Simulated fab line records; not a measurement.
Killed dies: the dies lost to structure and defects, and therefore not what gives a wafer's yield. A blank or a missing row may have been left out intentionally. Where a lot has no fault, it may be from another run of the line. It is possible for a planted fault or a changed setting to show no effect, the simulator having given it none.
fab line records	flow n5-finfet	part 2 of 2: steps 5 to 6 of 6
[record] lots = 24	wafers = 72	last-day = 17
route steps=1938 shown HKMG_FIN@457 GATE_CUT@470 MOL_CONTACT_COAG@544
lots untouched by any fault: they come from a run of this same line in which no faults occurred
start-h: hours from the record's first day to the start of the lot's first wafer shown	wait-h: hours elapsed since this lot's preceding step	" identical to the entry in the row above	L1.1+2: a single row standing in for several wafers	- no value, or no start given	* or withheld: withheld	< > ~ a bound
route shown NAME@n: a module of which the file shows steps, and the number in the route of the first	usual: mean and standard deviation over wafers with no fault	same: alike in all rows	chamber/n: place in a boat	sites: readings site by site	_std_site: standard deviation of those values	_edge_site: outer sites' mean less inner sites'	radius-mm: for every site, how far away it sits from the centre of the wafer	mask NAME#n: copy n	behind: the tool/chamber that last shaped the wafer	hold: the reason the lot was held/the length of the hold in hours/how it ended	device: the transistor (n, p or np) that didn't switch	end of line: the route-end tests of the same wafers	a step without rows: its recipe alone	killed: not the wafer's yield, but the dies lost to structure and defects at the first sort	map: dies across one wafer; x = killed, . = not, _ = none there
set.NAME: the run value of the setting; set.NAME@STEP: its run value at that earlier step	model.NAME: the simulator's own value behind a step, which no gauge read
steps of the route over a sample of lots; a table a step, a row a wafer
services: when a tool's chamber went out of use (start-h, in hours from the record's first day, below 0 if earlier), for how many hours, and the reason
[[steps]]
[step N5_MOL_CONTACT_COAG_ALD_20]
[recipe] material = TiN	target-thk-a = 15	temp-c = 400	ald-precursor-family = TiCl4	ald-co-reactant = NH3	pulse-time-s = 1	purge-time-s = 3	co-reactant-purge-time-s = 2	co-reactant-pulse-time-s = 2	ald-cycles = 68	pressure-torr = 3
[usual] heater-power-w = 899/110	precursor-pulse-height-rel = 0.999/0.02
[same] co-reactant-pulse-time-s = 2
lot.wafer	tool	chamber	start-h	wait-h	heater-power-w	precursor-pulse-height-rel
L074.2	ald-metal-02	3	95.07	0.1	927	0.993
L074.3	"	0	"	"	883	0.994
L074.4	"	1	"	"	804	0.978
L075.1	ald-metal-03	3	98.59	0.1	1006	1.015
L075.4	"	2	"	"	788	1.010
L075.5	"	1	"	"	840	1.010
L076.3	ald-metal-04	3	102.58	0.1	771	1.004
L076.5	"	3	"	"	790	1.030
L076.6	"	0	"	"	851	1.017
L077.2	ald-metal-03	2	106.46	0.1	788	0.984
L077.3	"	0	"	"	867	1.002
L077.4	"	1	"	"	844	1.024
L078.1	ald-metal-02	1	113.39	0.1	786	0.973
L078.4	"	0	"	"	883	0.996
L078.5	"	3	"	"	926	0.996
L079.1	ald-metal-04	2	120.10	0.1	1010	1.018
L079.4	"	1	"	"	807	1.071
L079.6	"	2	"	"	976	0.986
L080.3	ald-metal-02	3	124.88	0.1	918	1.003
L080.4	"	0	"	"	888	0.986
L080.5	"	1	"	"	792	0.983
L081.3	ald-metal-04	2	134.39	0.1	1002	1.020
L081.5	"	3	"	"	788	1.007
L081.6	"	0	"	"	848	0.976
L082.1	ald-metal-04	3	139.58	0.1	795	1.039
L082.4	"	0	"	"	847	1.007
L082.6	"	3	"	"	795	0.974
L083.1	ald-metal-02	2	145.17	0.1	1127	0.965
L083.4	"	1	"	"	781	1.014
L083.5	"	1	"	"	788	0.987
L084.1	ald-metal-04	0	152.63	0.1	845	1.035
L084.2	"	2	"	"	995	0.976
L084.6	"	2	"	"	1000	1.000
L085.3	ald-metal-02	3	156.28	0.1	923	1.003
L085.5	"	0	"	"	902	0.988
L085.6	"	3	"	"	903	1.005
L086.1	ald-metal-02	3	166.35	0.1	917	0.995
L086.5	"	2	"	"	1137	0.966
L086.6	"	1	"	"	791	0.978
L087.1	ald-metal-02	1	167.67	0.1	794	1.029
L087.2	"	2	"	"	1110	1.008
L087.3	"	3	"	"	913	1.003
L088.2	ald-metal-04	0	176.47	0.1	856	1.004
L088.5	"	0	"	"	845	1.020
L088.6	"	1	"	"	820	0.970
L089.1	ald-metal-02	3	179.17	0.1	935	0.998
L089.4	"	0	"	"	893	1.006
L089.6	"	2	"	"	1117	1.003
L090.2	ald-metal-02	0	185.17	0.1	880	0.997
L090.3	"	3	"	"	940	1.002
L090.6	"	3	"	"	943	1.001
L091.1	ald-metal-02	1	192.31	0.1	789	0.976
L091.2	"	2	"	"	1097	1.022
L091.3	"	0	"	"	890	0.959
L092.2	ald-metal-02	1	200.86	0.1	787	1.014
L092.4	"	3	"	"	928	0.965
L092.5	"	2	"	"	1121	1.010
L093.1	ald-metal-04	2	208.35	0.1	1007	1.017
L093.5	"	0	"	"	872	0.985
L093.6	"	1	"	"	820	1.011
L094.1	ald-metal-04	2	211.76	0.1	989	0.981
L094.3	"	3	"	"	816	0.990
L094.4	"	0	"	"	856	0.965
L095.2	ald-metal-04	1	214.24	0.2	807	0.997
L095.4	"	0	"	"	863	0.968
L095.5	"	1	"	"	827	0.975
L096.1	ald-metal-02	3	227.84	0.1	928	0.998
L096.3	"	2	"	"	1147	0.963
L096.6	"	1	"	"	799	0.987
L097.3	ald-metal-04	1	227.94	0.1	812	1.001
L097.4	"	3	"	"	809	0.988
L097.6	"	0	"	"	839	1.015
[step N5_MOL_CONTACT_COAG_ETCH_91]
[recipe] chemistry = N2/H2	target = SOC	target-depth-a = 600	overetch-a = 210	mask-material = SiARC	temp-c = 40	time-s = 101.2	ion-energy-ev = 200	pressure-mtorr = 30	source-w = 840	bias-w = 150	n2-flow-sccm = 200	h2-flow-sccm = 200
[usual] drypump-motor-current-A = 5.9/0.42	oes-product-au = 0.67/0.071	rf-vpp-V = 524.1/2.7	showerhead-plenum-p-Torr = 2.56/0.095	throttle-valve-pct = 17.68/0.23
lot.wafer	tool	chamber	start-h	wait-h	drypump-motor-current-A	oes-product-au	rf-hours-counter-h	rf-vpp-V	showerhead-plenum-p-Torr	throttle-valve-pct
L074.2	rie-diel-04	2	104.14	0.0	5.9	0.70	62	523.8	2.58	17.99
L074.3	"	0	"	"	5.5	0.77	21	525.1	2.59	17.55
L074.4	"	2	"	"	6.0	0.70	-	525.0	2.58	17.97
L075.1	rie-diel-05	3	110.45	0.0	5.9	0.57	214	523.7	2.52	17.94
L075.4	"	3	"	"	5.9	0.57	-	522.7	2.52	17.93
L075.5	"	1	"	"	5.6	0.64	-	527.5	2.67	17.54
L076.3	rie-diel-06	2	111.62	0.0	5.6	0.66	132	522.0	2.45	17.79
L076.5	"	1	"	"	6.4	0.74	-	527.9	2.70	17.69
L076.6	"	3	"	"	6.6	0.59	-	519.9	2.42	17.56
L077.2	rie-diel-05	3	116.97	0.0	5.9	0.57	217	522.6	2.52	17.95
L077.3	"	1	"	"	5.7	0.64	112	528.0	2.67	17.55
L077.4	"	3	"	"	5.9	0.58	-	523.3	2.52	17.96
L078.1	rie-diel-06	3	121.65	0.0	6.6	0.59	213	520.8	2.42	17.58
L078.4	"	2	"	"	5.7	0.65	-	522.3	2.45	17.80
L078.5	"	1	"	"	6.5	0.74	-	527.1	2.70	17.71
L079.1	rie-diel-04	0	128.47	0.0	5.4	0.75	33	526.9	2.59	17.58
L079.4	"	3	"	"	5.5	0.57	247	526.7	2.61	17.83
L079.6	"	3	"	"	5.6	0.58	-	524.6	2.60	17.84
L080.3	rie-diel-06	3	132.44	0.0	6.6	0.58	217	519.2	2.41	17.59
L080.4	"	0	"	"	5.9	0.63	137	524.0	2.55	17.60
L080.5	"	0	"	"	5.9	0.63	-	524.9	2.55	17.60
L081.3	rie-diel-06	1	142.16	0.0	6.5	0.73	56	528.7	2.69	17.73
L081.5	"	0	"	"	5.9	0.63	-	525.4	2.55	17.61
L081.6	"	1	"	"	6.5	0.74	-	526.9	2.70	17.72
L082.1	rie-diel-06	0	149.90	0.0	5.9	0.63	144	524.3	2.54	17.61
L082.4	"	3	"	"	6.6	0.58	223	519.9	2.41	17.59
L082.6	"	2	"	"	5.7	0.65	-	520.7	2.44	17.83
L083.1	rie-diel-05	3	153.40	0.0	5.9	0.57	234	522.4	2.51	17.97
L083.4	"	0	"	"	5.1	0.79	6	527.4	2.72	17.80
L083.5	"	3	"	"	5.9	0.57	-	522.9	2.51	17.98
L084.1	rie-diel-04	1	164.09	0.0	6.0	0.71	54	524.6	2.59	17.36
L084.2	"	3	"	"	5.6	0.81	3	524.0	2.60	17.39
L084.6	"	2	"	"	5.9	0.68	-	525.2	2.57	18.02
L085.3	rie-diel-06	1	164.82	0.0	6.4	0.72	64	527.8	2.69	17.73
L085.5	"	1	"	"	6.5	0.72	-	526.5	2.69	17.73
L085.6	"	2	"	"	5.6	0.64	-	521.1	2.44	17.83
L086.1	rie-diel-06	0	178.81	0.0	5.9	0.62	154	524.5	2.54	17.63
L086.5	"	3	"	"	6.6	0.58	-	520.2	2.41	17.61
L086.6	"	0	"	"	5.9	0.61	-	524.8	2.54	17.63
L087.1	rie-diel-04	1	182.50	0.0	6.0	0.72	59	524.8	2.59	17.37
L087.2	"	3	"	"	5.6	0.78	7	525.2	2.60	17.40
L087.3	"	2	"	"	5.9	0.67	93	524.5	2.57	18.03
L088.2	rie-diel-06	0	185.96	0.0	5.9	0.62	157	523.8	2.54	17.64
L088.5	"	3	"	"	6.6	0.58	-	520.9	2.41	17.62
L088.6	"	0	"	"	5.9	0.61	-	523.8	2.54	17.64
L089.1	rie-diel-04	0	188.10	0.0	5.5	0.73	54	525.3	2.58	17.60
L089.4	"	1	"	"	6.0	0.71	61	525.3	2.59	17.36
L089.6	"	3	"	"	5.6	0.78	-	525.0	2.60	17.42
L090.2	rie-diel-04	1	192.85	0.0	6.0	0.70	63	525.2	2.59	17.37
L090.3	"	2	"	"	5.9	0.67	97	524.7	2.57	18.04
L090.6	"	2	"	"	5.9	0.68	-	524.7	2.57	18.03
L091.1	rie-diel-05	2	201.15	0.0	5.8	0.75	28	525.2	2.60	17.15
L091.2	"	1	"	"	5.7	0.62	143	526.3	2.66	17.60
L091.3	"	3	"	"	5.9	0.55	249	523.1	2.51	18.00
L092.2	rie-diel-05	0	210.61	0.0	5.1	0.73	26	527.9	2.71	17.84
L092.4	"	0	"	"	5.1	0.73	-	529.7	2.71	17.85
L092.5	"	1	"	"	5.7	0.61	-	527.3	2.65	17.62
L093.1	rie-diel-06	1	215.83	0.0	6.5	0.71	77	527.5	2.69	17.73
L093.5	"	3	"	"	6.6	0.57	-	520.6	2.40	17.63
L093.6	"	2	"	"	5.6	0.63	-	520.5	2.43	17.85
L094.1	rie-diel-06	2	221.92	0.0	5.6	0.64	169	521.7	2.43	17.85
L094.3	"	3	"	"	6.6	0.57	248	521.6	2.40	17.64
L094.4	"	1	"	"	6.5	0.70	79	528.8	2.68	17.75
L095.2	rie-diel-06	2	223.64	0.0	5.7	0.64	169	519.9	2.43	17.86
L095.4	"	3	"	"	6.6	0.56	249	520.0	2.40	17.63
L095.5	"	0	"	"	5.9	0.61	-	523.1	2.53	17.67
L096.1	rie-diel-04	1	236.36	0.0	6.0	0.70	78	522.8	2.58	17.40
L096.3	"	0	"	"	5.4	0.70	68	525.1	2.57	17.63
L096.6	"	2	"	"	5.9	0.66	-	525.5	2.56	18.05
L097.3	rie-diel-04	3	237.16	0.0	5.6	0.75	28	523.9	2.59	17.44
L097.4	"	2	"	"	5.9	0.66	112	525.6	2.56	18.06
L097.6	"	3	"	"	5.6	0.74	-	524.5	2.59	17.45
[[services]]
tool	chamber	start-h	hours	kind
rie-diel-03	2	73.19	12.5	repair
rie-diel-02	3	88.48	5.4	repair
rie-diel-04	1	104.02	9.3	repair
ald-metal-03	-	112.35	2.8	pm
rie-diel-05	2	132.80	6.0	repair
rie-diel-01	3	135.89	14.2	repair
ald-metal-03	1	141.59	3.0	repair
rie-diel-02	0	141.71	3.3	repair
rie-diel-03	3	151.46	4.3	repair
ald-metal-04	-	164.45	8.7	pm
rie-diel-03	2	170.31	8.0	repair
cvd-w-02	-	173.92	6.0	pm
cvd-w-01	0	186.74	22.3	repair
cvd-w-01	1	199.10	3.4	repair
ald-metal-03	3	208.02	6.1	repair
ald-metal-02	3	208.65	4.7	repair
rie-diel-02	1	210.87	-	clean
rie-diel-02	1	210.87	-	consumable-replace:focus-ring
rie-diel-02	1	210.87	26.1	scheduled-down
rie-diel-03	3	214.67	3.1	repair
rie-diel-01	0	216.59	1.2	repair
rie-diel-02	-	219.04	0.7	repair
rie-diel-03	2	224.91	9.3	repair
ald-metal-04	2	227.57	7.6	repair
